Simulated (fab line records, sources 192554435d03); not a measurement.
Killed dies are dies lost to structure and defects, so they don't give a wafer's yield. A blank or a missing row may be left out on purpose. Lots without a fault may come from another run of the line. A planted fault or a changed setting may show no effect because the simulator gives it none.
A struck lot beside a sound one | flow n5_finfet | 33 steps out of a route of 1938
Sound: wafers L920.2, L920.3, L920.4. Struck: wafers L919.2, L919.4, L919.6. The cause comes at the end.
At each step with rows: each side's tool, then ch and its chambers, then its first start. Under that, the readings that differ: sound wafers | struck wafers | difference of the means | sigmas: that difference in standard deviations of wafers without a fault.
alike: readings whose means differ by less than 2 such deviations, and words and numbers that are the same on both sides. not compared: withheld readings, readings that some wafer has no value for, bounds like >300 that may hide the same value, and numbers for which the record gives no deviation and whose values overlap.
The two part at a step that has a row with sigmas, a row that says differs or no value, or rows on one side only. Numbers that don't overlap but have no deviation are shown without sigmas and don't part them. A reading that every wafer of one side lacks parts them only if that side has two wafers or more.

first, 9 steps without rows for these wafers: N5_BEOL_M1_ILD_DEP_00 (deposits SiOC from DEMS/O2, target thk 79 nm, time 15.3 s); N5_BEOL_M1_PECVD_72 (deposits SiO2 from TEOS/O2, target thk 16 nm, time 18 s); N5_BEOL_M1_HM_DEP_02 (deposits TiN, target thk 20 nm); N5_BEOL_M1_COAT_61 (time 60 s, resist thk 60 nm); N5_BEOL_M1_COAT_62 (time 60 s, resist thk 12 nm); N5_BEOL_M1_COAT_73 (time 60 s, resist thk 5 nm); N5_BEOL_M1_COAT_05 (resist thk 30 nm); N5_BEOL_M1_EBR_07; N5_BEOL_M1_SOFTBAKE_06 (time 60 s).
N5_BEOL_M1_EXPOSE_08: exposes mask M1.
  sound on euv_scanner-02 ch 0, day 6 22:34; struck on euv_scanner-01 ch 0, day 6 21:52
  alike: mask
then, 22 steps without rows for these wafers: N5_BEOL_M1_PEB_09 (peb time 60 s); N5_BEOL_M1_DEVELOP_10 (develop time 30 s); N5_BEOL_M1_DESCUM_16 (chemistry O2, time 7 s); N5_BEOL_M1_ETCH_74 (etches underlayer in N2/H2, target depth 6.5 nm, time 5.2 s); N5_BEOL_M1_ETCH_63 (etches SiARC in CF4, target depth 15.6 nm, time 26 s); N5_BEOL_M1_ETCH_64 (etches SOC in N2/H2, target depth 75 nm, overetch 15 nm, time 112.5 s); N5_BEOL_M1_STRIP_65 (strips in N2/H2); N5_BEOL_M1_STRIP_75 (strips in N2/H2); N5_BEOL_M1_STRIP_66 (strips in CF4); N5_BEOL_M1_HM_OPEN_17 (chemistry Cl2/BCl3, target TiN, target depth 20 nm, overetch 6 nm); N5_BEOL_M1_STRIP_19 (strips in O2); N5_BEOL_M1_COAT_67 (time 60 s, resist thk 60 nm); N5_BEOL_M1_COAT_68 (time 60 s, resist thk 12 nm); N5_BEOL_M1_COAT_76 (time 60 s, resist thk 5 nm); N5_BEOL_M1_COAT_22 (resist thk 30 nm); N5_BEOL_M1_EBR_24; N5_BEOL_M1_SOFTBAKE_23 (time 60 s); N5_BEOL_M1_EXPOSE_25 (exposes mask V0, defocus 5 nm, target cd 24 nm); N5_BEOL_M1_PEB_26 (peb time 60 s); N5_BEOL_M1_DEVELOP_27 (develop time 30 s); N5_BEOL_M1_DESCUM_33 (chemistry O2, time 7 s); N5_BEOL_M1_ETCH_77 (etches underlayer in N2/H2, target depth 6.5 nm, time 5.2 s).
-- the record jumps here: 7 days lie between the struck wafers' starts before and after (it left off in module BEOL_M1 and takes up again in module PASSIVATION, whose first step shown is number 1936 of the route) --
N5_PASSIVATION_PROBE_49:
  the record has rows for the struck wafers here (prober-02, day 13 15:51) and none for the sound ones

WHERE THEY PART
Only at N5_PASSIVATION_PROBE_49, within this record.

WHY: what the simulator had put in
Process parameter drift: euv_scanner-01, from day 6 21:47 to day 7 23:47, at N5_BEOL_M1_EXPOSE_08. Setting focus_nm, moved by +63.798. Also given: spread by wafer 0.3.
